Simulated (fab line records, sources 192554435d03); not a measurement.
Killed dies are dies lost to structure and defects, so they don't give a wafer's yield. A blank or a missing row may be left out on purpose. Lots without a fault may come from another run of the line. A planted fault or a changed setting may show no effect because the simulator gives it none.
fab line records | flow n5_finfet | part 2 of 2: steps 8 to 8 of 8
record lots=12 wafers=34 last_day=18
route steps=1938 shown BEOL_M11@1577 BEOL_M15@1830
lots that met no fault: from a run of the same line without faults
start_h: hours from the record's first day to the start of the lot's first wafer shown | wait_h: hours since the lot's step before | " the same as in the row above | L1.1+2: a row that stands for several wafers | - no value, or no start given | * or withheld: withheld | < > ~ a bound
route shown NAME@n: a module of which the file shows steps, and the number in the route of the first | usual: mean/standard deviation of fault-free wafers | same: alike in all rows | chamber/n: place in a boat | sites: the reading at each site | _std_site: their standard deviation | _edge_site: outer sites' mean less inner sites' | radius_mm: how far each site lies from the wafer's centre | mask NAME#n: copy n | behind: the tool/chamber that last shaped the wafer | hold: why the lot was held/for how many hours/how that ended | device: the transistor (n, p or np) that didn't switch | end of line: the same wafers' tests at the end of the route | a step without rows: its recipe alone | killed: dies lost to structure and defects at the first sort, not the wafer's yield | map: a wafer's dies, x killed, . not, _ none there
set.NAME: the setting as run; set.NAME@STEP: as run at that earlier step | model.NAME: the simulator's own value behind a step, which no gauge read
steps of the route over a sample of lots; a table a step, a row a wafer
services: from which hour (start_h, from the record's first day; less than 0 if before it) a tool's chamber was out of use, for how many hours, and why
## steps
# step N5_BEOL_M15_RC_MEAS_101
# usual COMB_M10=1.47e-11/3e-12 COMB_M10_max_site=2.1e-11/5e-12 COMB_M12=6.1e-12/1.3e-12 COMB_M13=4.8e-12/1.2e-12 COMB_M14=3.4e-12/9e-13 COMB_M15=2.4e-12/8e-13 COMB_M5=3.8e-11/8e-12 COMB_M6=2.5e-11/5.2e-12 COMB_M7=2.6e-11/5.1e-12 COMB_M8=2.5e-11/5.4e-12 COMB_M8_max_site=3.6e-11/8.2e-12 COMB_M9=1.5e-11/3.1e-12 SERP_M10=3.07/0.078 SERP_M10_max_site=3.15/0.092 SERP_M11=3.06/0.091 SERP_M11_max_site=3.14/0.099 SERP_M12=0.631/0.018 SERP_M13=0.313/0.0069 SERP_M13_max_site=0.316/0.0071 SERP_M14=0.161/0.0041 SERP_M5=38.6/1.5 SERP_M6=14.0/0.64 SERP_M7=13.7/0.48 SERP_M8=14.0/0.54 SERP_M9=3.05/0.074
# columns lot.wafer tool chamber start_h wait_h COMB_M10[S/m] COMB_M10_max_site[S/m] COMB_M12[S/m] COMB_M13[S/m] COMB_M14[S/m] COMB_M15[S/m] COMB_M5[S/m] COMB_M6[S/m] COMB_M7[S/m] COMB_M8[S/m] COMB_M8_max_site[S/m] COMB_M9[S/m] SERP_M10[ohm/um] SERP_M10_max_site[ohm/um] SERP_M11[ohm/um] SERP_M11_max_site[ohm/um] SERP_M12[ohm/um] SERP_M13[ohm/um] SERP_M13_max_site[ohm/um] SERP_M14[ohm/um] SERP_M5[ohm/um] SERP_M6[ohm/um] SERP_M7[ohm/um] SERP_M8[ohm/um] SERP_M9[ohm/um]
L100.1 prober-02 0 261.84 0.0 1.04e-11 1.6e-11 3.4e-12 4.5e-12 3.1e-12 1.6e-12 4.3e-11 2.6e-11 3.3e-11 2.6e-11 4.4e-11 1.1e-11 2.99 3.04 3.07 3.18 0.597 0.302 0.305 0.167 37.1 14.3 13.5 13.6 3.11
L100.2 " 0 " " 1.37e-11 1.7e-11 4.1e-12 3.8e-12 3.9e-12 1.3e-12 2.7e-11 2.4e-11 2.4e-11 1.9e-11 3.7e-11 1.5e-11 3.04 3.09 3.16 3.22 0.620 0.320 0.323 0.161 38.5 13.6 14.0 14.3 3.01
L100.4 " 0 " " 1.27e-11 1.7e-11 5.2e-12 5.8e-12 3.4e-12 1.3e-12 1.9e-11 4.1e-11 2.2e-11 2.2e-11 3.5e-11 9e-12 3.12 3.36 3.30 3.35 0.664 0.313 0.318 0.165 36.6 13.8 12.7 14.2 2.99
L999.3 prober-01 0 261.88 0.3 2.04e-11 2.8e-11 6.7e-12 4.4e-12 3.7e-12 2.7e-12 3.8e-11 2.4e-11 1.8e-11 3.5e-11 6.1e-11 1.3e-11 2.98 3.10 3.09 3.13 0.636 0.320 0.323 0.161 38.9 13.4 14.3 14.2 3.01
L999.4 " 0 " " 1.48e-11 2e-11 7.9e-12 7.2e-12 3.6e-12 2.4e-12 3.8e-11 1.6e-11 2.7e-11 2.6e-11 3.6e-11 1.3e-11 3.11 3.15 3.09 3.14 0.616 0.307 0.311 0.157 39.5 14.3 13.9 14.5 3.08
L999.5 " 0 " " 1.41e-11 2.1e-11 6.9e-12 5e-12 4.2e-12 3.9e-12 4.3e-11 2.3e-11 2.4e-11 2.5e-11 3.1e-11 1.4e-11 3.03 3.07 3.03 3.11 0.628 0.312 0.316 0.154 38.9 14.4 13.6 14.5 3.18
L101.2 prober-01 0 276.45 0.2 1.48e-11 1.8e-11 7e-12 3.5e-12 3.6e-12 2.8e-12 5.7e-11 2.2e-11 2e-11 3.6e-11 4.3e-11 1.3e-11 3.10 3.18 2.98 3.07 0.627 0.315 0.318 0.163 41.1 14.3 14.2 13.6 2.95
L101.4 " 0 " " 1.38e-11 1.9e-11 9.8e-12 4.8e-12 3.6e-12 2.7e-12 4.3e-11 2.3e-11 2.3e-11 2.5e-11 3.1e-11 1.1e-11 3.03 3.06 3.03 3.09 0.620 0.311 0.314 0.159 38.9 14.1 13.5 13.7 3.12
L101.5 " 0 " " 1.34e-11 1.8e-11 8.1e-12 5.8e-12 2.8e-12 2.4e-12 4.9e-11 3e-11 2.3e-11 2.5e-11 3.3e-11 1.5e-11 2.99 3.01 2.93 2.99 0.622 0.312 0.314 0.164 41.4 14.5 13.3 14.8 3.07
L102.3 prober-02 0 280.33 0.3 1.23e-11 1.9e-11 5.7e-12 3.5e-12 2.2e-12 1.6e-12 3.2e-11 3.3e-11 1.9e-11 2.3e-11 3.5e-11 1.3e-11 3.03 3.10 3.04 3.20 0.652 0.321 0.324 0.160 39.7 13.7 14.4 14.0 3.01
L102.5 " 0 " " 1.41e-11 1.8e-11 5.1e-12 5e-12 3.1e-12 1e-12 3.9e-11 2.8e-11 2e-11 2.7e-11 3.5e-11 1.6e-11 3.08 3.17 2.97 3.07 0.630 0.320 0.323 0.170 39.4 13.7 13.6 13.2 2.88
L102.6 " 0 " " 1.18e-11 2e-11 6.2e-12 3.9e-12 2.8e-12 1.3e-12 4.1e-11 2.7e-11 1.7e-11 2.5e-11 3.5e-11 1.8e-11 2.94 2.99 3.00 3.16 0.633 0.322 0.327 0.165 40.6 13.7 14.2 13.6 3.01
L103.2 prober-02 0 287.50 0.2 1.68e-11 2.3e-11 4.8e-12 4.5e-12 3e-12 1.7e-12 5.3e-11 3.1e-11 1.8e-11 2e-11 2.6e-11 1e-11 3.04 3.21 2.98 3.03 0.638 0.316 0.319 0.160 38.1 14.0 13.9 14.0 3.08
L103.3 " 0 " " 1.53e-11 2.7e-11 5.2e-12 3.4e-12 1.4e-12 2.2e-12 4.3e-11 2.5e-11 1.9e-11 2.3e-11 3.2e-11 1.2e-11 3.02 3.24 3.13 3.23 0.615 0.311 0.317 0.159 38.5 14.9 14.6 14.5 3.18
L103.4 " 0 " " 1.77e-11 3e-11 6.7e-12 2.3e-12 2.7e-12 1.1e-12 3.9e-11 2.4e-11 2e-11 2.6e-11 3.4e-11 1.6e-11 3.04 3.10 3.06 3.13 0.653 0.312 0.315 0.159 40.2 14.0 14.1 12.9 3.06
L107.3 prober-02 0 325.47 0.3 1.29e-11 2.5e-11 6.9e-12 5.8e-12 3.3e-12 3e-12 3.8e-11 3.2e-11 3.1e-11 1.9e-11 2.5e-11 1.9e-11 2.97 3.01 4.71 4.79 0.638 0.320 0.322 0.163 38.2 14.6 14.4 15.1 3.18
L107.4 " 0 " " 1.18e-11 1.5e-11 5e-12 5.5e-12 3.6e-12 3.2e-12 3.4e-11 2.7e-11 3.3e-11 2.4e-11 3.4e-11 1.8e-11 2.93 2.96 3.07 3.16 0.601 0.317 0.322 0.166 38.6 14.8 14.1 14.1 2.98
L108.2 prober-01 0 332.68 0.2 2.08e-11 2.5e-11 6.1e-12 5.3e-12 4.5e-12 4.1e-12 3.1e-11 2.6e-11 3.2e-11 3.2e-11 4.2e-11 1.5e-11 3.01 3.04 4.42 4.52 0.630 0.312 0.314 0.153 37.1 13.5 13.3 14.0 3.30
L108.3 " 0 " " 1.81e-11 2.4e-11 7.6e-12 4.3e-12 3.8e-12 2.1e-12 2.5e-11 2.2e-11 3e-11 2e-11 3.1e-11 2e-11 3.17 3.29 4.53 4.57 0.654 0.318 0.322 0.160 38.6 14.4 13.8 13.7 3.12
L108.6 " 0 " " 1.22e-11 1.6e-11 7.9e-12 4.1e-12 3.5e-12 4e-12 3.6e-11 2.7e-11 2.4e-11 4.3e-11 5.1e-11 1.4e-11 2.99 3.09 3.16 3.24 0.652 0.310 0.312 0.155 37.3 13.4 12.9 13.6 3.04
L110.2 prober-02 0 335.33 0.2 8.3e-12 1.5e-11 7.6e-12 3.3e-12 2.9e-12 1.7e-12 4.2e-11 3e-11 2.9e-11 2.6e-11 3.7e-11 1.5e-11 2.95 3.02 4.50 4.55 0.608 0.322 0.325 0.164 37.6 13.6 12.7 14.2 3.08
L110.4 " 0 " " 1.3e-11 2.4e-11 6.7e-12 4.4e-12 3.4e-12 1.6e-12 3.9e-11 2.2e-11 3e-11 1.9e-11 3.2e-11 1.3e-11 3.16 3.25 3.09 3.15 0.631 0.308 0.309 0.161 39.8 12.8 13.3 13.5 2.94
L116.3 prober-01 0 376.94 0.3 1.31e-11 1.5e-11 7e-12 6.1e-12 4.2e-12 3.9e-12 4.3e-11 1.7e-11 3.3e-11 2.5e-11 3.5e-11 1.6e-11 3.10 3.17 3.00 3.07 0.600 0.308 0.310 0.163 37.5 14.9 13.4 13.5 3.00
L116.4 " 0 " " 1.54e-11 2.3e-11 6.9e-12 6.2e-12 4.3e-12 2.8e-12 4.4e-11 1.7e-11 3.4e-11 2.5e-11 3.2e-11 2.2e-11 3.06 3.14 3.06 3.16 0.632 0.314 0.316 0.165 39.3 15.5 14.1 14.8 2.99
L116.5 " 0 " " 1.55e-11 2.6e-11 5.4e-12 7.4e-12 4.5e-12 3.5e-12 5e-11 2.1e-11 1.8e-11 3e-11 3.6e-11 1.6e-11 3.15 3.24 3.12 3.19 0.599 0.308 0.310 0.161 37.6 15.0 13.6 15.0 2.97
L121.2 prober-02 0 400.75 0.2 1.13e-11 1.8e-11 5.6e-12 2.8e-12 3.9e-12 2.6e-12 4.8e-11 2.7e-11 2.1e-11 2.4e-11 3.1e-11 1.3e-11 3.09 3.18 2.92 2.97 0.630 0.314 0.318 0.162 39.9 14.8 13.2 13.4 3.01
L121.4 " 0 " " 1.32e-11 1.5e-11 6.7e-12 2.7e-12 3.4e-12 1.2e-12 3.7e-11 1.5e-11 2.2e-11 2.6e-11 3.6e-11 1.2e-11 3.03 3.16 3.01 3.13 0.629 0.316 0.318 0.164 35.9 14.5 14.1 13.8 3.00
L121.6 " 0 " " 1.74e-11 2.2e-11 3.9e-12 3.5e-12 3.1e-12 1.1e-12 3.8e-11 1.9e-11 3.2e-11 1.9e-11 3.2e-11 1.3e-11 3.16 3.21 3.12 3.21 0.650 0.313 0.315 0.161 38.3 13.7 13.6 14.5 2.97
L118.2 prober-02 0 401.68 0.3 1.27e-11 1.8e-11 3.9e-12 2.6e-12 2.8e-12 1.2e-12 3.8e-11 3.4e-11 2.5e-11 2.5e-11 3.1e-11 1.5e-11 3.05 3.12 3.01 3.11 0.611 0.321 0.323 0.165 35.6 13.7 12.7 12.9 2.97
L118.5 " 0 " " 1.29e-11 1.8e-11 7e-12 4.4e-12 2.9e-12 1.5e-12 3.6e-11 4.3e-11 2.1e-11 3.8e-11 6e-11 1.5e-11 3.09 3.14 3.14 3.29 0.609 0.298 0.301 0.161 38.5 14.2 13.1 13.8 2.98
L118.6 " 0 " " 1.32e-11 1.7e-11 5.4e-12 3.2e-12 2.2e-12 1.6e-12 3.1e-11 1.9e-11 1.7e-11 2.3e-11 4.1e-11 1.1e-11 3.12 3.29 3.05 3.11 0.606 0.306 0.309 0.162 37.3 14.3 13.3 12.1 3.20
L120.1 prober-02 0 410.57 0.0 1.31e-11 2e-11 5.5e-12 5.3e-12 2e-12 2e-12 3.6e-11 2e-11 2e-11 2.9e-11 3.6e-11 1.6e-11 3.10 3.26 2.96 3.05 0.640 0.306 0.309 0.155 41.2 14.9 13.0 14.1 3.02
L120.2 " 0 " " 1.73e-11 2.5e-11 5.2e-12 5.1e-12 4.3e-12 2.4e-12 2.7e-11 2.4e-11 2e-11 1.9e-11 2.7e-11 1.2e-11 3.14 3.17 3.08 3.14 0.635 0.320 0.324 0.159 40.4 14.5 13.4 15.2 3.05
L120.4 " 0 " " 1.72e-11 2.7e-11 4.3e-12 4.2e-12 2.9e-12 2.2e-12 5.6e-11 3.2e-11 2.2e-11 2.4e-11 3.3e-11 1.4e-11 3.18 3.25 3.00 3.03 0.640 0.317 0.320 0.155 38.4 14.3 13.4 14.2 2.97
# sites SERP_M11 radius_mm=0,75,75,75,75,140,140,140,140
L100.1 3.17 3.07 3.12 3.11 3.18 2.98 3.01 2.95 3.00
L999.3 3.09 3.13 3.09 3.07 3.13 3.12 3.05 3.06 3.11
L101.2 2.98 3.07 3.04 3.02 2.97 2.95 2.94 2.98 2.89
L102.3 2.96 3.00 3.04 3.04 3.00 3.12 3.14 3.20 3.14
L103.2 2.98 2.99 3.03 3.00 2.98 2.96 2.96 3.02 2.95
L107.3 4.79 4.71 4.72 4.72 4.71 4.58 4.60 4.62 4.62
L108.2 4.46 4.35 4.42 4.47 4.46 4.32 4.52 4.41 4.35
L110.2 4.38 4.46 4.51 4.49 4.55 4.54 4.54 4.47 4.50
L116.3 3.07 3.00 3.04 3.04 3.02 2.90 2.96 2.98 2.93
L121.2 2.93 2.92 2.92 2.90 2.97 2.94 2.92 2.89 2.97
L118.2 2.95 2.97 3.05 3.00 3.01 3.00 3.06 3.02 3.11
L120.1 3.04 3.02 2.96 3.05 3.03 2.94 2.89 2.95 2.92
## services
# columns tool chamber start_h hours kind
rie_diel-06 3 224.10 7.6 repair
ald_metal-01 - 233.12 14.6 pm
rie_diel-06 - 243.11 0.3 repair
ald_metal-02 - 244.32 1.9 repair
rie_diel-05 0 245.49 - clean
rie_diel-05 0 245.49 - consumable_replace:focus_ring
rie_diel-05 0 245.49 29.2 scheduled_down
rie_diel-05 0 245.49 29.2 vent_cycle
ald_metal-02 3 265.58 6.9 repair
rie_diel-05 3 275.11 - clean
rie_diel-05 3 275.11 - consumable_replace:focus_ring
rie_diel-06 2 292.53 - clean
rie_diel-06 2 292.53 - consumable_replace:esc
rie_diel-06 2 292.53 - consumable_replace:focus_ring
rie_diel-06 2 292.53 28.4 scheduled_down
rie_diel-06 2 292.53 28.4 vent_cycle
ald_metal-04 2 298.91 12.9 repair
rie_diel-05 - 302.74 0.3 repair
ald_metal-02 0 303.12 3.8 repair
ald_metal-02 - 337.25 14.0 pm
ald_metal-04 2 353.21 2.9 repair
ald_metal-01 - 356.95 6.0 pm
rie_diel-06 0 364.88 7.3 repair
ald_metal-01 - 366.72 2.8 pm
## key
first_sign step=N5_BEOL_M11_OCD_MEAS_38 reading=trench_depth_nm direction=down sigmas=15 usual=148.8 struck=106.3
effect step=N5_BEOL_M11_THK_MEAS_53 reading=M11_THK direction=down sigmas=13 usual=140 struck=98
effect step=N5_BEOL_M11_RS_MEAS_57 reading=M11_RS direction=up sigmas=20 usual=0.151 struck=0.225
effect step=N5_BEOL_M15_RC_MEAS_101 reading=SERP_M11 direction=up sigmas=16 usual=3.06 struck=4.54
met_at N5_BEOL_M11_TRENCH_ETCH_37
struck_lots L107,L108,L110
struck_wafers L107.3,L108.2,L108.3,L110.2
sort_left_out L107.3,L108.2,L108.3,L110.2
not_acting_at N5_BEOL_M11_STRIP_36,N5_BEOL_M11_ETCH_41,N5_BEOL_M11_ALD_74
onset_between 258.42 291.62
fault kind=process_parameter_drift tool=rie_diel-06 chamber=- onset_h=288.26 steps=N5_BEOL_M11_TRENCH_ETCH_37 channel=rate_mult offset=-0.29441 shape=step end_h=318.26 scope=struck_wafers_only
# sort_left_out: the simulated sort isn't trusted on such a fault, so these wafers' sort isn't shown, and their yield isn't known
